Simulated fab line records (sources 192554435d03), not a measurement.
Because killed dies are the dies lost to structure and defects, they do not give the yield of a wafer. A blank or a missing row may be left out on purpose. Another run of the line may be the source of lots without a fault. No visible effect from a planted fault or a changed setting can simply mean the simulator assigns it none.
Which tool is to blame? || flow n5Finfet || 72 wafers from 24 lots sampled at 3 of the route's 1938 steps

WHAT THE GAUGES READ, wafer by wafer
N5_BEOL_M4_RS_MEAS_58: a four-point-probe measurement.
{"lot": "L074", "measured": "day 8 08:22", "on": "filmMetro-01", "M4_RS (ohm/sq)": "0.64 0.71 0.68"}
{"lot": "L075", "measured": "day 8 19:39", "on": "filmMetro-01", "M4_RS (ohm/sq)": "0.71 0.69 0.68"}
{"lot": "L076", "measured": "day 9 02:42", "on": "filmMetro-01", "M4_RS (ohm/sq)": "0.71 0.67 0.67"}
{"lot": "L077", "measured": "day 9 03:10", "on": "filmMetro-01", "M4_RS (ohm/sq)": "0.75 0.73 0.77"}
{"lot": "L078", "measured": "day 9 04:52", "on": "filmMetro-02", "M4_RS (ohm/sq)": "0.73 0.66 0.68"}
{"lot": "L079", "measured": "day 9 11:31", "on": "filmMetro-02", "M4_RS (ohm/sq)": "0.73 0.77 0.69"}
{"lot": "L083", "measured": "day 10 14:44", "on": "filmMetro-02", "M4_RS (ohm/sq)": "0.60 0.62 0.66"}
{"lot": "L081", "measured": "day 10 15:05", "on": "filmMetro-01", "M4_RS (ohm/sq)": "0.66 0.67 0.67"}
{"lot": "L082", "measured": "day 10 19:03", "on": "filmMetro-01", "M4_RS (ohm/sq)": "0.64 0.73 0.78"}
{"lot": "L080", "measured": "day 10 21:05", "on": "filmMetro-02", "M4_RS (ohm/sq)": "0.68 0.66 0.66"}
{"lot": "L084", "measured": "day 11 02:20", "on": "filmMetro-01", "M4_RS (ohm/sq)": "0.59 0.64 0.60"}
{"lot": "L085", "measured": "day 11 05:37", "on": "filmMetro-01", "M4_RS (ohm/sq)": "0.61 0.63 0.62"}
{"lot": "L086", "measured": "day 11 22:34", "on": "filmMetro-01", "M4_RS (ohm/sq)": "0.63 0.68 0.63"}
{"lot": "L090", "measured": "day 12 03:17", "on": "filmMetro-01", "M4_RS (ohm/sq)": "0.63 0.70 0.66"}
{"lot": "L087", "measured": "day 12 18:23", "on": "filmMetro-01", "M4_RS (ohm/sq)": "0.66 0.71 0.70"}
{"lot": "L088", "measured": "day 12 23:18", "on": "filmMetro-01", "M4_RS (ohm/sq)": "0.58 0.69 0.59"}
{"lot": "L089", "measured": "day 13 03:35", "on": "filmMetro-01", "M4_RS (ohm/sq)": "0.68 0.59 0.64"}
{"lot": "L091", "measured": "day 13 04:32", "on": "filmMetro-01", "M4_RS (ohm/sq)": "0.63 0.74 0.65"}
{"lot": "L092", "measured": "day 14 01:29", "on": "filmMetro-02", "M4_RS (ohm/sq)": "0.69 0.70 0.64"}
{"lot": "L094", "measured": "day 14 18:10", "on": "filmMetro-01", "M4_RS (ohm/sq)": "0.61 0.73 0.63"}
{"lot": "L097", "measured": "day 14 20:52", "on": "filmMetro-01", "M4_RS (ohm/sq)": "0.70 0.65 0.68"}
{"lot": "L093", "measured": "day 14 21:05", "on": "filmMetro-01", "M4_RS (ohm/sq)": "0.67 0.64 0.68"}
{"lot": "L096", "measured": "day 15 01:35", "on": "filmMetro-01", "M4_RS (ohm/sq)": "0.66 0.63 0.68"}
{"lot": "L095", "measured": "day 15 01:57", "on": "filmMetro-02", "M4_RS (ohm/sq)": "0.67 0.66 0.63"}

N5_BEOL_M5_CD_MEAS_18: pitch 56 nm, target cd 28 nm.
{"lot": "L074", "measured": "day 8 11:58", "on": "cdSem-03", "cdNm (nm)": "28.2 28.4 27.9"}
{"lot": "L075", "measured": "day 9 00:49", "on": "cdSem-02", "cdNm (nm)": "28.2 27.7 28.1"}
{"lot": "L076", "measured": "day 9 06:55", "on": "cdSem-01", "cdNm (nm)": "28.0 28.6 28.2"}
{"lot": "L077", "measured": "day 9 06:57", "on": "cdSem-01", "cdNm (nm)": "28.1 27.5 28.2"}
{"lot": "L078", "measured": "day 9 10:13", "on": "cdSem-03", "cdNm (nm)": "27.7 28.1 28.6"}
{"lot": "L079", "measured": "day 9 15:29", "on": "cdSem-02", "cdNm (nm)": "28.8 28.4 27.8"}
{"lot": "L083", "measured": "day 10 20:17", "on": "cdSem-03", "cdNm (nm)": "27.9 28.5 28.0"}
{"lot": "L081", "measured": "day 10 20:20", "on": "cdSem-01", "cdNm (nm)": "28.5 27.6 27.9"}
{"lot": "L082", "measured": "day 10 21:54", "on": "cdSem-02", "cdNm (nm)": "28.3 28.4 27.3"}
{"lot": "L080", "measured": "day 11 02:26", "on": "cdSem-02", "cdNm (nm)": "28.3 28.2 28.3"}
{"lot": "L084", "measured": "day 11 09:02", "on": "cdSem-03", "cdNm (nm)": "28.0 28.0 28.3"}
{"lot": "L085", "measured": "day 11 09:29", "on": "cdSem-02", "cdNm (nm)": "27.9 27.1 28.1"}
{"lot": "L086", "measured": "day 12 01:14", "on": "cdSem-01", "cdNm (nm)": "28.2 28.7 27.6"}
{"lot": "L090", "measured": "day 12 06:00", "on": "cdSem-02", "cdNm (nm)": "27.9 28.3 27.8"}
{"lot": "L087", "measured": "day 12 21:23", "on": "cdSem-01", "cdNm (nm)": "27.8 28.0 27.2"}
{"lot": "L088", "measured": "day 13 04:14", "on": "cdSem-01", "cdNm (nm)": "27.8 28.8 28.2"}
{"lot": "L089", "measured": "day 13 07:20", "on": "cdSem-01", "cdNm (nm)": "27.5 28.3 28.0"}
{"lot": "L091", "measured": "day 13 07:31", "on": "cdSem-02", "cdNm (nm)": "28.1 28.1 28.0"}
{"lot": "L092", "measured": "day 14 04:38", "on": "cdSem-02", "cdNm (nm)": "28.4 27.7 28.4"}
{"lot": "L094", "measured": "day 14 21:19", "on": "cdSem-03", "cdNm (nm)": "27.6 28.4 27.3"}
{"lot": "L097", "measured": "day 15 00:23", "on": "cdSem-01", "cdNm (nm)": "28.0 27.7 27.9"}
{"lot": "L093", "measured": "day 15 00:40", "on": "cdSem-02", "cdNm (nm)": "28.3 27.9 27.3"}
{"lot": "L096", "measured": "day 15 04:51", "on": "cdSem-03", "cdNm (nm)": "28.2 28.0 27.5"}
{"lot": "L095", "measured": "day 15 04:57", "on": "cdSem-01", "cdNm (nm)": "27.7 27.5 27.6"}

WHAT TOOL EACH LOT RAN ON (gives the tool, then ch and the chambers of the sampled wafers, and finally the start)
{"lot": "L074", "N5_BEOL_M5_ILD_DEP_00": "pecvd-03 ch 0,1,2, day 8 09:23"}
{"lot": "L075", "N5_BEOL_M5_ILD_DEP_00": "pecvd-03 ch 1,2, day 8 20:40"}
{"lot": "L076", "N5_BEOL_M5_ILD_DEP_00": "pecvd-01 ch 0,2, day 9 03:43"}
{"lot": "L077", "N5_BEOL_M5_ILD_DEP_00": "pecvd-04 ch 1,2, day 9 04:11"}
{"lot": "L078", "N5_BEOL_M5_ILD_DEP_00": "pecvd-04 ch 0,1,2, day 9 05:53"}
{"lot": "L079", "N5_BEOL_M5_ILD_DEP_00": "pecvd-04 ch 0,1,2, day 9 12:31"}
{"lot": "L083", "N5_BEOL_M5_ILD_DEP_00": "pecvd-01 ch 0,1,2, day 10 15:45"}
{"lot": "L081", "N5_BEOL_M5_ILD_DEP_00": "pecvd-04 ch 0,1,2, day 10 16:07"}
{"lot": "L082", "N5_BEOL_M5_ILD_DEP_00": "pecvd-01 ch 1,2, day 10 20:04"}
{"lot": "L080", "N5_BEOL_M5_ILD_DEP_00": "pecvd-03 ch 1,2, day 10 22:05"}
{"lot": "L084", "N5_BEOL_M5_ILD_DEP_00": "pecvd-03 ch 0,1,2, day 11 03:26"}
{"lot": "L085", "N5_BEOL_M5_ILD_DEP_00": "pecvd-03 ch 0,2, day 11 06:38"}
{"lot": "L086", "N5_BEOL_M5_ILD_DEP_00": "pecvd-03 ch 0,2, day 11 23:35"}
{"lot": "L090", "N5_BEOL_M5_ILD_DEP_00": "pecvd-04 ch 1,2, day 12 04:17"}
{"lot": "L087", "N5_BEOL_M5_ILD_DEP_00": "pecvd-03 ch 0,1, day 12 19:25"}
{"lot": "L088", "N5_BEOL_M5_ILD_DEP_00": "pecvd-01 ch 0,1,2, day 13 00:19"}
{"lot": "L089", "N5_BEOL_M5_ILD_DEP_00": "pecvd-03 ch 0,1,2, day 13 04:37"}
{"lot": "L091", "N5_BEOL_M5_ILD_DEP_00": "pecvd-04 ch 0,1,2, day 13 05:33"}
{"lot": "L092", "N5_BEOL_M5_ILD_DEP_00": "pecvd-03 ch 0,1,2, day 14 02:30"}
{"lot": "L094", "N5_BEOL_M5_ILD_DEP_00": "pecvd-03 ch 1,2, day 14 19:10"}
{"lot": "L097", "N5_BEOL_M5_ILD_DEP_00": "pecvd-03 ch 0,1,2, day 14 21:53"}
{"lot": "L093", "N5_BEOL_M5_ILD_DEP_00": "pecvd-04 ch 0,1,2, day 14 22:07"}
{"lot": "L096", "N5_BEOL_M5_ILD_DEP_00": "pecvd-04 ch 0,2, day 15 02:36"}
{"lot": "L095", "N5_BEOL_M5_ILD_DEP_00": "pecvd-03 ch 0,1, day 15 02:59"}
- N5_BEOL_M5_ILD_DEP_00: deposits SiCOH lowk from DEMS/porogen, target thk 140.64 nm, time 25.9 s.

WHAT THE TOOLS THEMSELVES READ (means of the sampled wafers that have a number; where no wafer has one, the mark that the record gives instead)
N5_BEOL_M5_ILD_DEP_00.
{"lot": "L074", "tool": "pecvd-03", "heaterPowerW (W)": 328, "rfFwdPowerW (W)": 494.9, "showerheadPlenumPTorr (Torr)": 5.723, "susceptorTempC (C)": 299.97, "throttleValvePct (%)": 14.0}
{"lot": "L075", "tool": "pecvd-03", "heaterPowerW (W)": 402, "rfFwdPowerW (W)": 493.8, "showerheadPlenumPTorr (Torr)": 5.747, "susceptorTempC (C)": 300.10, "throttleValvePct (%)": 14.3}
{"lot": "L076", "tool": "pecvd-01", "heaterPowerW (W)": 371, "rfFwdPowerW (W)": 495.4, "showerheadPlenumPTorr (Torr)": 5.729, "susceptorTempC (C)": 300.03, "throttleValvePct (%)": 13.5}
{"lot": "L077", "tool": "pecvd-04", "heaterPowerW (W)": 284, "rfFwdPowerW (W)": 495.5, "showerheadPlenumPTorr (Torr)": 5.735, "susceptorTempC (C)": 299.99, "throttleValvePct (%)": 14.3}
{"lot": "L078", "tool": "pecvd-04", "heaterPowerW (W)": 271, "rfFwdPowerW (W)": 492.4, "showerheadPlenumPTorr (Torr)": 5.729, "susceptorTempC (C)": 300.09, "throttleValvePct (%)": 14.1}
{"lot": "L079", "tool": "pecvd-04", "heaterPowerW (W)": 309, "rfFwdPowerW (W)": 493.6, "showerheadPlenumPTorr (Torr)": 5.731, "susceptorTempC (C)": 299.95, "throttleValvePct (%)": 14.2}
{"lot": "L083", "tool": "pecvd-01", "heaterPowerW (W)": 347, "rfFwdPowerW (W)": 495.1, "showerheadPlenumPTorr (Torr)": 5.747, "susceptorTempC (C)": 300.06, "throttleValvePct (%)": 14.3}
{"lot": "L081", "tool": "pecvd-04", "heaterPowerW (W)": 278, "rfFwdPowerW (W)": 493.4, "showerheadPlenumPTorr (Torr)": 5.713, "susceptorTempC (C)": 300.02, "throttleValvePct (%)": 14.2}
{"lot": "L082", "tool": "pecvd-01", "heaterPowerW (W)": 337, "rfFwdPowerW (W)": 493.9, "showerheadPlenumPTorr (Torr)": 5.740, "susceptorTempC (C)": 300.09, "throttleValvePct (%)": 15.0}
{"lot": "L080", "tool": "pecvd-03", "heaterPowerW (W)": 380, "rfFwdPowerW (W)": 491.6, "showerheadPlenumPTorr (Torr)": 5.751, "susceptorTempC (C)": 299.94, "throttleValvePct (%)": 14.0}
{"lot": "L084", "tool": "pecvd-03", "heaterPowerW (W)": 340, "rfFwdPowerW (W)": 493.5, "showerheadPlenumPTorr (Torr)": 5.739, "susceptorTempC (C)": 300.20, "throttleValvePct (%)": 14.2}
{"lot": "L085", "tool": "pecvd-03", "heaterPowerW (W)": 313, "rfFwdPowerW (W)": 493.6, "showerheadPlenumPTorr (Torr)": 5.722, "susceptorTempC (C)": 299.80, "throttleValvePct (%)": 13.6}
{"lot": "L086", "tool": "pecvd-03", "heaterPowerW (W)": 284, "rfFwdPowerW (W)": 494.2, "showerheadPlenumPTorr (Torr)": 5.738, "susceptorTempC (C)": 300.06, "throttleValvePct (%)": 13.7}
{"lot": "L090", "tool": "pecvd-04", "heaterPowerW (W)": 268, "rfFwdPowerW (W)": 494.7, "showerheadPlenumPTorr (Torr)": 5.725, "susceptorTempC (C)": 299.90, "throttleValvePct (%)": 14.3}
{"lot": "L087", "tool": "pecvd-03", "heaterPowerW (W)": 357, "rfFwdPowerW (W)": 494.1, "showerheadPlenumPTorr (Torr)": 5.739, "susceptorTempC (C)": 299.95, "throttleValvePct (%)": 14.4}
{"lot": "L088", "tool": "pecvd-01", "heaterPowerW (W)": 372, "rfFwdPowerW (W)": 493.6, "showerheadPlenumPTorr (Torr)": 5.739, "susceptorTempC (C)": 299.92, "throttleValvePct (%)": 14.2}
{"lot": "L089", "tool": "pecvd-03", "heaterPowerW (W)": 338, "rfFwdPowerW (W)": 492.9, "showerheadPlenumPTorr (Torr)": 5.737, "susceptorTempC (C)": 300.01, "throttleValvePct (%)": 14.1}
{"lot": "L091", "tool": "pecvd-04", "heaterPowerW (W)": 285, "rfFwdPowerW (W)": 493.6, "showerheadPlenumPTorr (Torr)": 5.717, "susceptorTempC (C)": 300.07, "throttleValvePct (%)": 14.1}
{"lot": "L092", "tool": "pecvd-03", "heaterPowerW (W)": 332, "rfFwdPowerW (W)": 493.7, "showerheadPlenumPTorr (Torr)": 5.735, "susceptorTempC (C)": 300.02, "throttleValvePct (%)": 14.2}
{"lot": "L094", "tool": "pecvd-03", "heaterPowerW (W)": 333, "rfFwdPowerW (W)": 490.9, "showerheadPlenumPTorr (Torr)": 5.739, "susceptorTempC (C)": 300.13, "throttleValvePct (%)": 14.2}
{"lot": "L097", "tool": "pecvd-03", "heaterPowerW (W)": 350, "rfFwdPowerW (W)": 491.0, "showerheadPlenumPTorr (Torr)": 5.742, "susceptorTempC (C)": 299.80, "throttleValvePct (%)": 14.0}
{"lot": "L093", "tool": "pecvd-04", "heaterPowerW (W)": 291, "rfFwdPowerW (W)": 495.0, "showerheadPlenumPTorr (Torr)": 5.719, "susceptorTempC (C)": 299.95, "throttleValvePct (%)": 14.1}
{"lot": "L096", "tool": "pecvd-04", "heaterPowerW (W)": 300, "rfFwdPowerW (W)": 494.1, "showerheadPlenumPTorr (Torr)": 5.736, "susceptorTempC (C)": 299.86, "throttleValvePct (%)": 14.2}
{"lot": "L095", "tool": "pecvd-03", "heaterPowerW (W)": 312, "rfFwdPowerW (W)": 495.9, "showerheadPlenumPTorr (Torr)": 5.752, "susceptorTempC (C)": 300.02, "throttleValvePct (%)": 14.4}

THE ANSWER, worked out from the rows above alone
Rule: the lots themselves supply what counts as usual. Put in order of their means at a reading, lots are off if they are a third of the lots or fewer, leave a main group of 4 or more, and stand apart from it by a gap of 3 or more times the standard deviation of the main group's means; of several such gaps the widest counts. Not used: any main group whose means are identical at the precision the tables above print for the reading. A lot without any number at a reading at which 4 lots or more have one is off too. Any other lot the step has rows for is counted as sound. The gauges are gone through in route order, then the tools' own readings, and for those a lot's mean is taken as printed above. At the first step where some lot is off, the reading lying furthest off is the one used; lots without a number count as furthest.
Across all readings shown, no lot is off: no conclusion can be drawn from this.

WHAT HAD BEEN PUT IN BY THE SIMULATOR
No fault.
